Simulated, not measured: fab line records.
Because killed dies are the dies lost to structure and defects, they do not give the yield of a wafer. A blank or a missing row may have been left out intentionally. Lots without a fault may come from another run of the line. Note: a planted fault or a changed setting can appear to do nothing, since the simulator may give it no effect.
fab line records	flow n5Finfet
record: lots: 8	wafers: 23	lastDay: 19
route steps=1938 shown BEOL_M0_SAQP@672 BEOL_M0_CUTY@710 BEOL_M4@1111 PASSIVATION@1936
lots that met no fault: from a run of the same line without faults
startH: hours from the record's first day to the start of the lot's first wafer shown	waitH: how many hours have passed since the lot's step before this one	" as in the row above	L1.1+2: one row covering several wafers at once	- no value, or no start was given	* or withheld: withheld	< > ~ a bound
route shown NAME@n: names a module that has steps shown in the file, with the first one's number in the route	usual: mean and standard deviation over wafers with no fault	same: alike in all rows	chamber/n: place in a boat	sites: readings site by site	_std_site: standard deviation of those values	_edge_site: outer sites' mean less inner sites'	radiusMm: how far each site lies from the wafer's centre	mask NAME#n: copy n	behind: tool/chamber where the wafer was last shaped	hold: what put the lot on hold/how long, in hours/how the hold closed	device: whichever transistor did not switch (one of n, p or np)	end of line: the route-end tests of the same wafers	a step with no rows: only its recipe	killed: the dies lost at the first sort to structure and to defects; this is not the yield of the wafer	map: per-die view of a wafer (x killed, . not killed, _ where there is no die)
set.NAME: the setting as run; set.NAME@STEP: as run at that earlier step	model.NAME: the simulator's own value behind a step, which no gauge read
a sample of lots followed through the steps of the route, with each step as a table and each wafer as a row
services: when a tool's chamber went out of use (startH, in hours from the record's first day, below 0 if earlier), for how many hours, and the reason
== steps ==
step: N5_BEOL_M0_SAQP_ETCH_106
recipe: chemistry: N2/H2	target: SOC	targetDepthA: 1500	stopOn: SiNx	ionEnergyEv: 100	biasW: 61	pressureMtorr: 30	sourceW: 850	n2FlowSccm: 200	h2FlowSccm: 200
usual: drypumpMotorCurrentA: 5.9/0.52	oesProductAu: 0.80/0.093	rfVppV: 240.6/1.3	showerheadPlenumPTorr: 2.54/0.082	throttleValvePct: 17.74/0.3
lot.wafer	tool	chamber	startH	waitH	drypumpMotorCurrentA	oesProductAu	rfHoursCounterH	rfVppV	showerheadPlenumPTorr	throttleValvePct
L793.2	rieDiel-01	2	121.31	-	5.7	0.89	20	240.9	2.62	17.71
L793.5	"	2	"	"	5.7	0.89	-	242.0	2.62	17.72
L793.6	"	1	"	"	5.8	0.93	-	242.7	2.71	17.29
L799.1	rieDiel-02	0	157.04	-	5.6	0.93	9	239.2	2.49	17.50
L799.2	"	3	"	"	6.2	0.68	213	237.0	2.42	18.07
L799.5	"	3	"	"	6.2	0.68	-	238.3	2.42	18.05
L800.3	rieDiel-02	0	160.46	-	5.6	0.93	11	240.3	2.49	17.52
L800.5	"	3	"	"	6.2	0.68	-	239.1	2.42	18.07
L800.6	"	0	"	"	5.6	0.93	-	240.7	2.49	17.54
L802.3	rieDiel-02	0	179.40	-	5.6	0.91	16	240.0	2.49	17.52
L802.4	"	2	"	"	6.4	0.98	1	239.6	2.49	17.72
L802.5	"	1	"	"	5.2	0.69	-	237.9	2.41	18.14
L804.1	rieDiel-03	2	212.79	-	5.8	0.72	150	240.1	2.55	17.72
L804.2	"	3	"	"	6.6	0.88	30	241.0	2.59	17.50
L804.3	"	0	"	"	4.9	0.76	146	241.8	2.54	17.57
L807.3	rieDiel-03	0	221.18	-	4.9	0.76	150	241.0	2.54	17.56
L807.4	"	1	"	"	6.1	0.71	182	241.5	2.63	18.26
L807.6	"	2	"	"	5.8	0.72	-	241.0	2.55	17.71
L811.2	rieDiel-01	1	250.37	-	5.8	0.86	58	243.6	2.69	17.36
L811.3	"	2	"	"	5.7	0.81	65	240.4	2.60	17.80
L811.6	"	0	"	"	6.4	0.79	-	241.1	2.55	17.64
L814.2	rieDiel-01	1	264.01	-	5.8	0.84	63	242.1	2.69	17.35
L814.3	"	0	"	"	6.4	0.78	131	239.9	2.55	17.64
step: N5_BEOL_M0_SAQP_SPACER2_ALD_26
recipe: material: SiO2	targetThkA: 150	tempC: 300	aldPrecursorFamily: BDEAS	aldCoReactant: O2-plasma	pulseTimeS: 1	purgeTimeS: 2	coReactantPurgeTimeS: 2	pressureTorr: 2
usual: heaterPowerW: 483/57	precursorPulseHeightRel: 1.001/0.018
same: purgeTimeS: 2
lot.wafer	tool	chamber	startH	waitH	heaterPowerW	precursorPulseHeightRel
L793.2	aldSin-01	1	121.61	0.1	482	0.995
L793.5	"	2	"	"	470	0.999
L793.6	"	3	"	"	456	1.016
L799.1	aldSin-04	2	157.35	0.1	604	1.025
L799.2	"	1	"	"	472	1.007
L799.5	"	2	"	"	600	1.016
L800.3	aldSin-04	2	160.76	0.1	592	1.024
L800.5	"	3	"	"	451	1.005
L800.6	"	0	"	"	411	1.017
L802.3	aldSin-04	3	179.70	0.1	439	0.960
L802.4	"	1	"	"	481	0.993
L802.5	"	2	"	"	595	0.997
L804.1	aldSin-01	3	213.40	0.4	460	0.952
L804.2	"	1	"	"	498	0.996
L804.3	"	2	"	"	475	0.999
L807.3	aldSin-01	0	221.63	0.2	502	0.972
L807.4	"	2	"	"	463	1.010
L807.6	"	0	"	"	490	0.955
L811.2	aldSin-02	3	250.85	0.2	536	1.012
L811.3	"	2	"	"	535	1.012
L811.6	"	1	"	"	586	1.002
L814.2	aldSin-02	1	264.32	0.1	575	0.973
L814.3	"	2	"	"	545	1.015
step: N5_BEOL_M0_SAQP_SPACER2_ETCHBACK_27
recipe: chemistry: CHF3/O2	mode: anisotropicEtchback	target: SiO2	targetDepthA: 225	timeS: 11.25	pressureMtorr: 30	sourceW: 650	biasW: 170	Ar_flow_sccm: 200	CHF3_flow_sccm: 50	O2_flow_sccm: 5	ionEnergyEv: 200
usual: drypumpMotorCurrentA: 5.8/0.48	oesProductAu: 0.81/0.1	rfVppV: 519/8.1	showerheadPlenumPTorr: 2.40/0.072	throttleValvePct: 18.8/0.3
lot.wafer	tool	chamber	startH	waitH	drypumpMotorCurrentA	oesProductAu	rfHoursCounterH	rfVppV	showerheadPlenumPTorr	throttleValvePct
L793.2	rieDiel-02	2	122.16	0.3	6.4	0.68	240	520	2.37	19.3
L793.5	"	2	"	"	6.4	0.68	-	521	2.37	19.3
L793.6	"	3	"	"	6.2	0.71	-	532	2.31	19.1
L799.1	rieDiel-02	1	157.94	0.3	5.2	0.71	212	509	2.32	19.3
L799.2	"	0	"	"	5.6	0.94	10	514	2.37	18.7
L799.5	"	3	"	"	6.2	0.69	-	530	2.31	19.1
L800.3	rieDiel-02	0	161.31	0.3	5.5	0.94	12	513	2.37	18.7
L800.5	"	1	"	"	5.2	0.71	-	507	2.32	19.3
L800.6	"	3	"	"	6.2	0.69	-	529	2.31	19.1
L802.3	rieDiel-02	3	180.45	0.5	6.2	0.69	220	529	2.30	19.1
L802.4	"	2	"	"	6.4	1.00	1	520	2.37	18.9
L802.5	"	3	"	"	6.2	0.69	-	529	2.30	19.1
L804.1	rieDiel-02	1	214.03	0.4	5.2	0.69	227	509	2.31	19.4
L804.2	"	3	"	"	6.2	0.68	228	530	2.30	19.1
L804.3	"	2	"	"	6.4	0.95	9	520	2.36	18.9
L807.3	rieDiel-03	3	222.23	0.3	6.6	0.89	33	515	2.47	18.7
L807.4	"	0	"	"	4.9	0.76	150	523	2.41	18.6
L807.6	"	1	"	"	6.1	0.71	-	513	2.49	19.4
L811.2	rieDiel-02	0	251.46	0.3	5.6	0.91	32	512	2.37	18.8
L811.3	"	1	"	"	5.2	0.68	235	509	2.31	19.4
L811.6	"	2	"	"	6.4	0.93	-	520	2.36	18.9
L814.2	rieDiel-02	3	264.87	0.3	6.2	0.68	240	529	2.30	19.1
L814.3	"	2	"	"	6.4	0.93	22	521	2.36	18.9
step: N5_BEOL_M0_SAQP_INSPECT_42
recipe: mode: adi	inspectInstrument: brightfield
usual: rawDefectCount: 289/74
lot.wafer	tool	chamber	startH	waitH	rawDefectCount
L793.2	defectInspect-02	-	122.76	0.0	283
L793.5	"	-	"	"	300
L793.6	"	-	"	"	224
L799.1	defectInspect-02	-	158.66	0.1	517
L799.2	"	-	"	"	519
L799.5	"	-	"	"	598
L800.3	defectInspect-01	-	161.91	0.0	461
L800.5	"	-	"	"	517
L800.6	"	-	"	"	551
L802.3	defectInspect-01	-	181.06	0.0	589
L802.4	"	-	"	"	511
L802.5	"	-	"	"	590
L804.1	defectInspect-01	-	214.75	0.1	320
L804.2	"	-	"	"	416
L804.3	"	-	"	"	329
L807.3	defectInspect-01	-	222.82	0.0	386
L807.4	"	-	"	"	306
L807.6	"	-	"	"	335
L811.2	defectInspect-01	-	252.18	0.0	175
L811.3	"	-	"	"	281
L811.6	"	-	"	"	312
L814.2	defectInspect-01	-	265.59	0.0	250
L814.3	"	-	"	"	341
step: N5_BEOL_M0_SAQP_ETCH_88
recipe: chemistry: N2/H2	target: underlayer	targetDepthA: 65	timeS: 5.2	ionEnergyEv: 200	maskMaterial: CAR-EUV	pressureMtorr: 30	sourceW: 840	biasW: 150	n2FlowSccm: 200	h2FlowSccm: 200	ends: cleared
usual: drypumpMotorCurrentA: 5.8/0.52	etchRfOnTimeS: 5.17/0.13	oesProductAu: 0.69/0.083	rfVppV: 524.0/2.7	showerheadPlenumPTorr: 2.55/0.086	throttleValvePct: 17.8/0.32
lot.wafer	tool	chamber	startH	waitH	drypumpMotorCurrentA	etchRfOnTimeS	oesProductAu	rfHoursCounterH	rfVppV	showerheadPlenumPTorr	throttleValvePct
L793.2	rieDiel-02	3	122.82	0.0	6.2	5.33	0.60	202	521.1	2.43	18.1
L793.5	"	3	"	"	6.2	5.27	0.60	-	521.3	2.43	18.1
L793.6	"	2	"	"	6.4	5.50	0.58	-	523.2	2.50	18.2
L799.1	rieDiel-02	3	158.73	0.0	6.2	5.31	0.59	214	519.4	2.42	18.1
L799.2	"	0	"	"	5.6	5.06	0.82	10	522.5	2.49	17.6
L799.5	"	3	"	"	6.2	5.36	0.59	-	521.0	2.42	18.1
L800.3	rieDiel-01	1	161.97	0.0	5.8	4.90	0.80	27	529.4	2.70	17.3
L800.5	"	1	"	"	5.8	4.97	0.79	-	529.1	2.70	17.4
L800.6	"	0	"	"	6.5	5.13	0.72	-	525.1	2.57	17.6
L802.3	rieDiel-03	0	181.12	0.0	4.9	5.21	0.67	137	522.2	2.54	17.6
L802.4	"	1	"	"	6.1	5.26	0.63	-	528.1	2.64	18.3
L802.5	"	3	"	"	6.6	4.96	0.80	-	523.6	2.60	17.6
L804.1	rieDiel-01	0	214.81	0.0	6.5	5.19	0.70	114	525.1	2.56	17.6
L804.2	"	1	"	"	5.8	5.09	0.76	45	528.1	2.69	17.4
L804.3	"	2	"	"	5.7	5.21	0.72	51	523.8	2.61	17.8
L807.3	rieDiel-01	3	222.89	0.0	5.4	5.12	0.79	8	521.3	2.48	17.2
L807.4	"	1	"	"	5.8	5.04	0.76	48	526.4	2.69	17.4
L807.6	"	0	"	"	6.5	5.24	0.69	-	524.6	2.56	17.6
L811.2	rieDiel-03	2	252.25	0.0	5.8	5.28	0.61	166	523.6	2.54	17.8
L811.3	"	1	"	"	6.1	5.27	0.60	194	524.5	2.63	18.3
L811.6	"	0	"	"	4.9	5.24	0.66	-	523.2	2.53	17.6
L814.2	rieDiel-03	2	265.66	0.0	5.8	5.25	0.60	170	521.8	2.54	17.8
L814.3	"	0	"	"	4.9	5.18	0.66	167	523.0	2.53	17.6
step: N5_BEOL_M0_CUTY_INSPECT_59
recipe: mode: adi	inspectInstrument: macro
usual: rawDefectCount: 2.1/1.4
lot.wafer	tool	chamber	startH	waitH	rawDefectCount
L793.2	defectInspect-01	-	124.15	0.0	3
L793.5	"	-	"	"	2
L793.6	"	-	"	"	2
L799.1	defectInspect-01	-	160.32	0.0	>300
L799.2	"	-	"	"	>300
L799.5	"	-	"	"	293
L800.3	defectInspect-01	-	163.30	0.0	>300
L800.5	"	-	"	"	>300
L800.6	"	-	"	"	>300
L802.3	defectInspect-01	-	182.45	0.0	295
L802.4	"	-	"	"	295
L802.5	"	-	"	"	>300
L804.1	defectInspect-02	-	216.41	0.3	4
L804.2	"	-	"	"	0
L804.3	"	-	"	"	1
L807.3	defectInspect-02	-	224.29	0.0	5
L807.4	"	-	"	"	1
L807.6	"	-	"	"	3
L811.2	defectInspect-01	-	253.66	0.0	3
L811.3	"	-	"	"	4
L811.6	"	-	"	"	3
L814.2	defectInspect-02	-	267.14	0.0	0
L814.3	"	-	"	"	5
step: N5_BEOL_M4_RC_MEAS_101
usual: DIBL_N: 37.2/2.1	DIBL_P: 37.3/2.3	IOFF_N: 0.18/0.041	IOFF_P: 0.24/0.042	ION_N: 680/13	ION_P: 466/7.7	SS_N: 71.8/0.68	SS_P: 73.5/0.66	VT_N: 249/3.6	VT_P: -248/3.4
lot.wafer	tool	chamber	startH	waitH	DIBL_N[mV/V]	DIBL_P[mV/V]	IOFF_N[nA/um]	IOFF_P[nA/um]	ION_N[uA/um]	ION_P[uA/um]	SS_N[mV/dec]	SS_P[mV/dec]	VT_N[mV]	VT_P[mV]
L793.2	prober-01	0	182.10	0.2	38.8	39.0	0.22	0.26	688	462	72.4	73.5	248	-249
L793.5	"	0	"	"	37.1	37.3	0.19	0.22	686	463	72.2	73.2	247	-251
L793.6	"	0	"	"	38.4	38.6	0.21	0.25	702	467	72.2	73.4	245	-248
L799.1	prober-01	0	211.60	0.0	34.2	34.9	0.13	0.18	669	460	71.1	72.9	252	-253
L799.2	"	0	"	"	36.8	37.7	0.17	0.24	677	465	71.3	73.5	246	-247
L799.5	"	0	"	"	38.3	39.7	0.22	0.27	696	475	72.6	73.5	242	-247
L800.3	prober-02	0	228.33	0.3	35.3	36.0	0.16	0.26	686	475	72.0	73.8	249	-244
L800.5	"	0	"	"	33.3	34.3	0.13	0.22	670	473	70.9	73.4	250	-246
L800.6	"	0	"	"	36.0	36.6	0.18	0.28	686	477	71.9	73.5	249	-240
L802.3	prober-01	0	229.52	0.5	42.0	39.8	0.26	0.28	686	462	72.7	74.2	242	-247
L802.4	"	0	"	"	39.3	37.0	0.19	0.23	676	457	72.1	74.4	249	-248
L802.5	"	0	"	"	40.1	38.6	0.23	0.26	709	480	72.5	74.3	243	-243
L804.1	prober-02	0	254.97	0.0	40.0	39.4	0.23	0.28	675	465	73.4	73.5	246	-245
L804.2	"	0	"	"	37.1	37.3	0.16	0.25	670	464	72.4	72.5	252	-247
L804.3	"	0	"	"	36.7	37.1	0.18	0.24	676	463	72.5	73.6	247	-246
L807.3	prober-02	0	271.24	0.3	34.8	34.9	0.13	0.19	678	467	71.0	72.9	255	-248
L807.4	"	0	"	"	36.9	38.3	0.16	0.25	687	475	71.2	73.7	251	-245
L807.6	"	0	"	"	35.8	37.3	0.15	0.23	685	470	71.2	72.9	252	-249
L811.2	prober-02	0	313.11	0.2	38.3	36.8	0.17	0.22	676	462	71.4	73.8	248	-248
L811.3	"	0	"	"	37.0	34.8	0.15	0.20	687	465	71.8	72.7	250	-249
L811.6	"	0	"	"	36.4	35.6	0.15	0.21	677	474	71.5	73.0	250	-249
L814.2	prober-02	0	336.04	0.2	37.5	36.9	0.18	0.25	675	466	72.0	73.6	251	-249
L814.3	"	0	"	"	38.1	37.8	0.20	0.27	677	463	72.2	74.2	248	-245
step: N5_PASSIVATION_PROBE_49
usual: defectLimitedYield: 91.0/1.6	killed_at_M0_to_M3: 35/11	killed_at_M4_up: 14/5.3	killedAtContacts: 13/6.7	killedAtFrontEnd: 41/12	killedAtOther: 3.9/2.7	killedDies: 106/19	killedOpen: 70/14	killedShort: 35/8.8	sort_bin_5_function: 5.3/1	sort_bin_6_memory: 3.3/0.81	sortNPass: 1073/19	sortYieldPct: 91.0/1.6
same: grossDies: 1180	killedAtBackSide: 0	sort_bin_4_leakage[%]: 0	sort_bin_8_speed[%]: 0
lot.wafer	tool	chamber	startH	waitH	defectLimitedYield[%]	killed_at_M0_to_M3	killed_at_M4_up	killedAtContacts	killedAtFrontEnd	killedAtOther	killedDies	killedOpen	killedShort	sort_bin_5_function[%]	sort_bin_6_memory[%]	sortNPass	sortYieldPct[%]
L799.1	prober-02	-	325.83	0.0	81.4	124	14	15	64	3	220	63	53	11.4	5.5	960	81.4
L799.2	prober-02	-	325.88	0.1	86.1	73	12	17	50	12	164	65	48	8.8	3.9	1016	86.1
L799.5	prober-02	-	326.03	0.2	82.5	119	12	16	55	4	206	60	45	10.5	4.9	974	82.5
L800.3	prober-01	-	335.41	0.1	83.2	121	19	10	39	9	198	61	30	10.6	4.4	982	83.2
L800.5	prober-01	-	335.51	0.2	85.8	83	26	6	47	6	168	60	34	9.6	3.4	1012	85.8
L800.6	prober-01	-	335.56	0.3	84.9	120	19	6	30	3	178	42	32	10.7	3.3	1002	84.9
L802.3	prober-01	-	343.85	0.1	87.5	97	9	9	27	5	147	56	20	8.2	2.5	1033	87.5
L802.4	prober-01	-	343.90	0.2	87.4	88	17	8	28	8	149	67	33	7.9	3.6	1031	87.4
L802.5	prober-01	-	343.95	0.2	82.9	131	12	14	38	7	202	66	35	12.1	3.9	978	82.9
killed by level:class
L799.1 BEOL_M0_SAQP:unspecified=100 STI_FIN_REVEAL:geometricParticle:open=15 MOL_CONTACT_COAG:geometricParticle:open=11 GATE_CUT:geometricParticle:short=11 FIN_SAQP:geometricParticle:short=10 FIN_SAQP:geometricParticle:open=9 BEOL_M0_SAQP:geometricParticle:short=8 BEOL_M0_SAQP:geometricParticle:open=6
L799.2 BEOL_M0_SAQP:unspecified=50 MOL_CONTACT_COAG:geometricParticle:open=13 FIN_SAQP:geometricParticle:short=10 STI_FIN_REVEAL:geometricParticle:open=8 GATE_CUT:geometricParticle:short=8 BEOL_M0_SAQP:geometricParticle:open=7 FIN_SAQP:geometricParticle:open=6 BEOL_M0_SAQP:geometricParticle:short=6
L799.5 BEOL_M0_SAQP:unspecified=97 MOL_CONTACT_COAG:geometricParticle:open=13 FIN_SAQP:geometricParticle:open=10 FIN_SAQP:geometricParticle:short=8 GATE_CUT:geometricParticle:short=8 BEOL_M0_SAQP:geometricParticle:short=6 DUMMY_GATE:geometricParticle:open=5 BEOL_M3:geometricParticle:open=5
L800.3 BEOL_M0_SAQP:unspecified=106 STI_FIN_REVEAL:geometricParticle:open=16 MOL_CONTACT_COAG:geometricParticle:open=8 FIN_SAQP:geometricParticle:open=7 BEOL_M0_SAQP:geometricParticle:short=7 BEOL_M4:geometricParticle:short=5 FIN_SAQP:geometricParticle:short=4 BEOL_M5:geometricParticle:open=4
L800.5 BEOL_M0_SAQP:unspecified=72 BEOL_M4:geometricParticle:open=17 STI_FIN_REVEAL:geometricParticle:open=12 FIN_SAQP:geometricParticle:open=8 BEOL_M4:geometricParticle:short=7 FIN_SAQP:geometricParticle:short=5 MOL_CONTACT_COAG:geometricParticle:open=5 BEOL_M0_SAQP:geometricParticle:short=5
L800.6 BEOL_M0_SAQP:unspecified=103 BEOL_M0_SAQP:geometricParticle:short=9 BEOL_M4:geometricParticle:open=8 FIN_SAQP:geometricParticle:short=6 STI_FIN_REVEAL:geometricParticle:open=6 FIN_SAQP:geometricParticle:open=4 GATE_CUT:geometricParticle:short=4 MOL_CONTACT_COAG:geometricParticle:open=4
L802.3 BEOL_M0_SAQP:unspecified=64 BEOL_M0_SAQP:geometricParticle:open=9 STI_FIN_REVEAL:geometricParticle:open=8 MOL_CONTACT_COAG:geometricParticle:open=7 BEOL_M1:geometricParticle:open=6 BEOL_M2:geometricParticle:open=5 BEOL_M3:geometricParticle:open=5 HKMG_FIN:areaEtch=5
L802.4 BEOL_M0_SAQP:unspecified=48 BEOL_M3:geometricParticle:open=13 BEOL_M4:geometricParticle:open=10 BEOL_M1:geometricParticle:open=7 DUMMY_GATE:geometricParticle:open=6 MOL_CONTACT_COAG:geometricParticle:open=6 BEOL_M2:geometricParticle:open=6 BEOL_M2:geometricParticle:short=5
L802.5 BEOL_M0_SAQP:unspecified=98 MOL_CONTACT_COAG:geometricParticle:open=13 FIN_SAQP:geometricParticle:short=12 BEOL_M1:geometricParticle:open=9 BEOL_M2:geometricParticle:open=9 FIN_SAQP:geometricParticle:open=8 BEOL_M4:geometricParticle:open=5 STARTING-WAFER:geometricParticle:short=5
== services ==
tool	chamber	startH	hours	kind
rieDiel-02	0	105.21	-	clean
rieDiel-02	0	105.21	-	consumableReplace:focusRing
rieDiel-02	0	105.21	21.7	scheduledDown
rieDiel-02	0	105.21	21.7	ventCycle
rieDiel-03	3	108.72	-	clean
aldSin-04	-	111.52	0.6	repair
aldSin-04	1	117.69	4.4	repair
aldSin-02	-	138.04	2.8	pm
rieDiel-02	2	152.47	-	clean
rieDiel-02	2	152.47	-	consumableReplace:focusRing
rieDiel-02	2	152.47	24.3	scheduledDown
rieDiel-02	2	152.47	24.3	ventCycle
aldSin-01	2	154.61	3.5	repair
aldSin-02	-	165.12	14.6	pm
rieDiel-03	2	170.50	10.6	repair
aldSin-01	-	176.75	14.0	pm
aldSin-04	1	184.90	24.7	repair
rieDiel-02	-	186.52	0.8	repair
aldSin-01	3	193.72	11.2	repair
rieDiel-01	3	216.72	5.4	repair
rieDiel-02	-	226.79	14.6	pm
aldSin-01	1	248.74	3.7	repair
aldSin-01	-	255.45	14.6	pm
aldSin-04	3	261.35	4.5	repair
== key ==
firstSign: step: N5_BEOL_M0_SAQP_INSPECT_42	reading: rawDefectCount	direction: up	sigmas: 3.4	usual: 289	struck: 539
effect: step: N5_BEOL_M0_CUTY_INSPECT_59	reading: rawDefectCount	direction: up	sigmas: 99+	usual: 2.1	struck: >298.1
effect: step: N5_PASSIVATION_PROBE_49	reading: killed_at_M0_to_M3	direction: up	sigmas: 6.3	usual: 35	struck: 106
moreKillsBornAt: N5_BEOL_M0_SAQP_SPACER2_ALD_26@aldSin-04: 738
metAt N5_BEOL_M0_SAQP_SPACER2_ALD_26
struckLots L799,L800,L802
notActingAt N5_BEOL_M0_SAQP_ETCH_106,N5_BEOL_M0_SAQP_SPACER2_ETCHBACK_27,N5_BEOL_M0_SAQP_ETCH_88
fault: kind: chamberParticleSource	tool: aldSin-04	chamber: -	onsetH: 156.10	steps: N5_BEOL_M0_SAQP_SPACER2_ALD_26	ratePerVisitCm2: 0.47293	endH: 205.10
